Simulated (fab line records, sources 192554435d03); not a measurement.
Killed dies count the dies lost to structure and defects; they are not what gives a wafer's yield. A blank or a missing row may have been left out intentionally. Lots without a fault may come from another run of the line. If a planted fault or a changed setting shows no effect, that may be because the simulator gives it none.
Matching of chambers ; flow n5_finfet ; 3 sister chambers for N5_BEOL_M0_CO_CAP_123 on cvd_co-01
The step material Co, precursor CCTBA/H2, target thk 2 nm, time 102.1 s. 16 wafers are shown with their chamber, then 8 later ones without.

WAFERS PAIRED WITH THEIR CHAMBERS
wafer;chamber;heater_power_w (W)
L074.1;2;191
L074.4;2;184
L074.5;0;255
L080.3;0;258
L080.4;0;262
L080.5;1;262
L086.1;1;263
L086.3;2;180
L086.5;0;255
L090.2;2;185
L090.3;1;264
L090.5;1;259
L093.3;0;257
L093.4;1;262
L093.6;1;257
L094.1;1;261

SIGNATURES, as means of the wafers listed above
reading;chamber 0;chamber 1;chamber 2;scatter within a chamber
heater_power_w;257.40;261.14;185.00;3.16
Rule: for each reading, subtract the chamber's mean from the wafer's reading, divide by that reading's scatter and square the result; add these up over the readings and take the root, which gives the wafer's distance from the chamber. If the next closest chamber is less than 2 further off than the closest, the wafer can't be placed; otherwise it belongs to the closest. The scatter: the root of (the sum of the squares of (reading less its chamber's mean) over the shown wafers, divided by (wafers less chambers)).

WAFERS WHOSE CHAMBER IS MISSING
wafer;heater_power_w (W)
L094.5;256
L094.6;264
L095.2;259
L095.3;257
L095.4;259
L097.3;180
L097.5;188
L097.6;261

WHICH CHAMBER EACH WENT THROUGH
wafer;from the rows above;in truth
L094.5;can't be placed: 0 or 1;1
L094.6;can't be placed: 1 or 0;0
L095.2;can't be placed: 0 or 1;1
L095.3;can't be placed: 0 or 1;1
L095.4;can't be placed: 0 or 1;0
L097.3;2;2
L097.5;2;2
L097.6;can't be placed: 1 or 0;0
Correct placement for 2 of the 8. From these rows, 6 cannot be placed; in 6 the true chamber is one of the candidates. 0 placed wrongly.
